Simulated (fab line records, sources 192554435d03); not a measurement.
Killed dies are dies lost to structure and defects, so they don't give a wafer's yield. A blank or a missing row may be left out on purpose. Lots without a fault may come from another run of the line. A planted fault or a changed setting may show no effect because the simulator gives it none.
Which tool did it? | flow n5_finfet | 10 lots, 30 wafers sampled, at 4 steps of a route of 1938

WHAT THE GAUGES READ, wafer by wafer
N5_BEOL_M4_RC_MEAS_101.
lot  | measured     | on        | RS_NWELL (ohm/sq)
L157 | day 8 10:36  | prober-01 | 1031 1031 1034
L161 | day 9 23:21  | prober-02 | 1041 1027 1050
L163 | day 10 01:41 | prober-01 | 1043 1047 1037
L168 | day 11 05:12 | prober-01 | 1040 1037 1040
L172 | day 12 05:36 | prober-01 | 1035 1042 1041
L173 | day 12 15:52 | prober-02 | 1138 1136 1132
L174 | day 14 00:33 | prober-01 | 1136 1142 1147
L176 | day 13 21:14 | prober-02 | 1029 1025 1037
L178 | day 13 23:46 | prober-01 | 1031 1038 1035
L179 | day 14 05:08 | prober-01 | 1031 1036 1023

WHICH TOOL RAN EACH LOT (tool, then ch and the chambers of the sampled wafers, then the start)
lot  | N5_WELL_APT_IMPLANT_14         | N5_WELL_APT_RTA_34              | N5_PMOS_HMC_CHANNEL_EPI_DESCUM_14
L157 | implanter-02 ch 0, day 1 19:56 | rtp_anneal-01 ch 0, day 1 22:08 | rie_diel-05 ch 0,2, day 1 23:32
L161 | implanter-02 ch 0, day 2 20:04 | rtp_anneal-02 ch 0, day 2 22:20 | rie_diel-05 ch 0,2, day 3 00:16
L163 | implanter-01 ch 0, day 3 08:01 | rtp_anneal-02 ch 0, day 3 09:56 | rie_diel-05 ch 2,3, day 3 11:12
L168 | implanter-02 ch 0, day 4 13:57 | rtp_anneal-01 ch 0, day 4 16:04 | rie_diel-06 ch 1,2,3, day 4 17:47
L172 | implanter-02 ch 0, day 5 14:26 | rtp_anneal-02 ch 0, day 5 16:46 | rie_diel-05 ch 1,2,3, day 5 18:13
L173 | implanter-02 ch 0, day 5 20:13 | rtp_anneal-02 ch 0, day 5 22:01 | rie_diel-05 ch 0,1,2, day 5 23:25
L174 | implanter-02 ch 0, day 6 03:08 | rtp_anneal-02 ch 0, day 6 05:44 | rie_diel-03 ch 1,2, day 6 07:34
L176 | implanter-01 ch 0, day 6 14:12 | rtp_anneal-02 ch 0, day 6 15:58 | rie_diel-03 ch 0,1,2, day 6 17:13
L178 | implanter-01 ch 0, day 7 02:28 | rtp_anneal-01 ch 0, day 7 04:22 | rie_diel-06 ch 0,1,3, day 7 06:11
L179 | implanter-01 ch 0, day 7 07:50 | rtp_anneal-02 ch 0, day 7 10:22 | rie_diel-05 ch 1,2,3, day 7 11:57
- N5_WELL_APT_IMPLANT_14
- N5_WELL_APT_RTA_34: time 10 s.
- N5_PMOS_HMC_CHANNEL_EPI_DESCUM_14: chemistry O2, time 7.9 s.

THE ANSWER, worked out from the rows above alone
Rule: what is usual is taken from the lots themselves. Put in order of their means at a reading, lots are off if they are a third of the lots or fewer, leave a main group of 4 or more, and stand apart from it by a gap of 3 or more times the standard deviation of the main group's means; of several such gaps the widest counts. A main group whose means are all the same, to the digits that the tables above print for the reading, isn't used. A lot without any number at a reading at which 4 lots or more have one is off too. The other lots that the step has rows for count as sound.
Off: L173, L174, at N5_BEOL_M4_RC_MEAS_101 (RS_NWELL). The main group: mean 1036 ohm/sq, standard deviation 4.4.
A tool fits if, at a process step before that reading, it ran every lot that is off, and no sound lot after the first of them. The gauges at N5_BEOL_M4_RC_MEAS_101 are tried like those tools. One fits: implanter-02 at N5_WELL_APT_IMPLANT_14. Its last sound lot is L172 (day 5 14:26), its first lot that is off L173 (day 5 20:13): a fault that began between those two fits.

WHAT THE SIMULATOR HAD PUT IN
Process parameter drift: implanter-02, from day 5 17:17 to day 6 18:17, at N5_WELL_APT_IMPLANT_14. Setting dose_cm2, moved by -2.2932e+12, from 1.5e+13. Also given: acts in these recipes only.
Lots struck among those shown: L173, L174. The rule above found the same.
